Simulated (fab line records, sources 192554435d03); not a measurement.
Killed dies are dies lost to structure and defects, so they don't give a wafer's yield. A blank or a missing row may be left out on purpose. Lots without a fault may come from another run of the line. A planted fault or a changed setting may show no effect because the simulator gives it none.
A struck lot beside a sound one | flow n5_finfet | 14 steps out of a route of 1938
Sound: wafers L827.3, L827.4, L827.6. Struck: wafers L835.2, L835.4, L835.6. The cause comes at the end.
At each step with rows: each side's tool, then ch and its chambers, then its first start. Under that, the readings that differ: sound wafers | struck wafers | difference of the means | sigmas: that difference in standard deviations of wafers without a fault.
alike: readings whose means differ by less than 2 such deviations, and words and numbers that are the same on both sides. not compared: withheld readings, readings that some wafer has no value for, bounds like >300 that may hide the same value, and numbers for which the record gives no deviation and whose values overlap.
The two part at a step that has a row with sigmas, a row that says differs or no value, or rows on one side only. Numbers that don't overlap but have no deviation are shown without sigmas and don't part them. A reading that every wafer of one side lacks parts them only if that side has two wafers or more.

first, 3 steps without rows for these wafers: N5_BEOL_M5_EXPOSE_25 (exposes mask V4, defocus 10 nm); N5_BEOL_M5_PEB_26 (peb time 60 s); N5_BEOL_M5_DEVELOP_27 (develop time 30 s).
N5_BEOL_M5_CD_MEAS_28: target cd 30.6 nm, target cd y 20 nm.
  sound on cd_sem-02 ch 0, day 9 00:44; struck on cd_sem-03 ch 0, day 10 15:21
  alike: cd_nm
N5_BEOL_M5_OVL_MEAS_29:
  sound on overlay-02 ch 0, day 9 00:47; struck on overlay-01 ch 0, day 10 15:23
  alike: V4_OVL
N5_BEOL_M5_INSPECT_30: inspects for defects (brightfield).
  sound on defect_inspect-02, day 9 00:50; struck on defect_inspect-01, day 10 15:26
  alike: raw_defect_count
N5_BEOL_M5_DESCUM_33: chemistry O2, time 7 s.
  sound on rie_diel-06 ch 0,1,2, day 9 01:05; struck on rie_diel-04 ch 0,2,3, day 10 15:38
  alike: bias_power_w, drypump_motor_current_A, o2_flow_sccm, oes_product_au, rf_vpp_V, showerhead_plenum_p_Torr, throttle_valve_pct
  not compared: rf_hours_counter_h
N5_BEOL_M5_ETCH_75: etches underlayer in N2/H2, target depth 6.5 nm, time 5.2 s.
  sound on rie_diel-06 ch 0,1,2, day 9 01:07; struck on rie_diel-04 ch 0,2,3, day 10 15:41
  alike: bias_w, drypump_motor_current_A, etch_rf_on_time_s, n2_flow_sccm, oes_product_au, rf_vpp_V, showerhead_plenum_p_Torr, throttle_valve_pct
  not compared: rf_hours_counter_h
N5_BEOL_M5_ETCH_67: etches SiARC in CF4, target depth 15.6 nm, time 26 s.
  sound on rie_diel-06 ch 0,1,2, day 9 01:08; struck on rie_diel-04 ch 0,2,3, day 10 15:42
  alike: bias_w, drypump_motor_current_A, etch_rf_on_time_s, oes_product_au, rf_vpp_V, showerhead_plenum_p_Torr, throttle_valve_pct
  not compared: rf_hours_counter_h
N5_BEOL_M5_ETCH_68: etches SOC in N2/H2, target depth 80 nm, overetch 16 nm, time 120 s.
  sound on rie_diel-06 ch 0,1,2, day 9 01:10; struck on rie_diel-04 ch 0,2,3, day 10 15:43
  alike: bias_w, drypump_motor_current_A, n2_flow_sccm, oes_product_au, rf_vpp_V, showerhead_plenum_p_Torr, throttle_valve_pct
  not compared: rf_hours_counter_h
then, 2 steps without rows for these wafers: N5_BEOL_M5_STRIP_69 (strips in N2/H2); N5_BEOL_M5_STRIP_76 (strips in N2/H2).
N5_BEOL_M5_VIA_ETCH_34: etches SiCOH lowk in C4F6/O2, target depth 88.3 nm, time 39.2 s.
  sound on rie_diel-06 ch 0,1,2, day 9 01:16; struck on rie_diel-04 ch 0,2,3, day 10 15:49
  reading                  | sound             | struck            | difference | sigmas
  bias_w (W)               | 184.5 184.5 184.7 | 162.8 162.9 163.4 | -21.5      | -39
  rf_vpp_V (V)             | 658 673 679       | 604 594 591       | -74        | -9
  model.etch.depth_nm (nm) | 87.81 89.01 87.63 | 86.22 85.04 83.65 | -3.18      |
  alike: drypump_motor_current_A, oes_product_au, showerhead_plenum_p_Torr, throttle_valve_pct
  not compared: rf_hours_counter_h
then, 1 step without rows for these wafers: N5_BEOL_M5_STRIP_85 (strips in C4F6/O2).

WHERE THEY PART
Only at N5_BEOL_M5_VIA_ETCH_34, within this record.

WHY: what the simulator had put in
Process parameter drift: rie_diel-04, from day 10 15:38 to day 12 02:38, at N5_BEOL_M5_VIA_ETCH_34. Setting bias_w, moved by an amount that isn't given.
